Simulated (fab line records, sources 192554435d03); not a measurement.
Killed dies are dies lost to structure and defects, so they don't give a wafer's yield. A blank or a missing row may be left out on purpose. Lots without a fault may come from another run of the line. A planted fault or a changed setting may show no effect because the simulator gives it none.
Chamber matching | flow n5_finfet | N5_STI_FIN_REVEAL_CMP_04 on cmp-01: 4 sister chambers
The step polishes, stops on Si3N4, t overpolish 4 s, target thk 131.83 nm. 8 wafers are shown with their chamber, then 8 later ones without.

WAFERS WITH THEIR CHAMBER
wafer  | chamber | motor_current_A (A) | time_to_endpoint_s (s)
L081.2 | 1       | 8.5                 | 108
L082.1 | 0       | 8.9                 | 109
L082.3 | 3       | 10.6                | 109
L082.5 | 3       | 10.9                | 106
L087.1 | 2       | 7.0                 | 111
L087.4 | 0       | 9.5                 | 106
L087.5 | 2       | 6.6                 | 108
L089.1 | 1       | 8.3                 | 103

WAFERS WITHOUT THEIR CHAMBER
wafer  | motor_current_A (A) | time_to_endpoint_s (s)
L089.2 | 10.5                | 105
L089.4 | 9.0                 | 103
L094.1 | 10.9                | 98
L094.2 | 8.5                 | 101
L094.3 | 6.5                 | 100
L095.1 | 8.0                 | 96
L095.2 | 10.8                | 91
L095.3 | 6.5                 | 101

WHICH CHAMBER EACH WENT THROUGH
wafer  | from the rows above     | in truth
L089.2 | 3                       | 3
L089.4 | can't be placed: 0 or 1 | 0
L094.1 | 3                       | 3
L094.2 | can't be placed: 1 or 0 | 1
L094.3 | 2                       | 2
L095.1 | 1                       | 1
L095.2 | 3                       | 3
L095.3 | 2                       | 2
Placed correctly: 6 of 8. Can't be placed from these rows: 2 (the true chamber is among the candidates in 2). Placed wrongly: 0.
How it was worked out, from the rows above alone: a wafer's distance from a chamber is the root of the sum, over the readings, of the square of ((its reading less the chamber's mean) divided by the reading's scatter). The wafer belongs to the nearest chamber; if the next one is less than 2 further off, it can't be placed. A chamber's mean is the mean of its shown wafers. The scatter: the root of (the sum of the squares of (reading less its chamber's mean) over the shown wafers, divided by (wafers less chambers)).
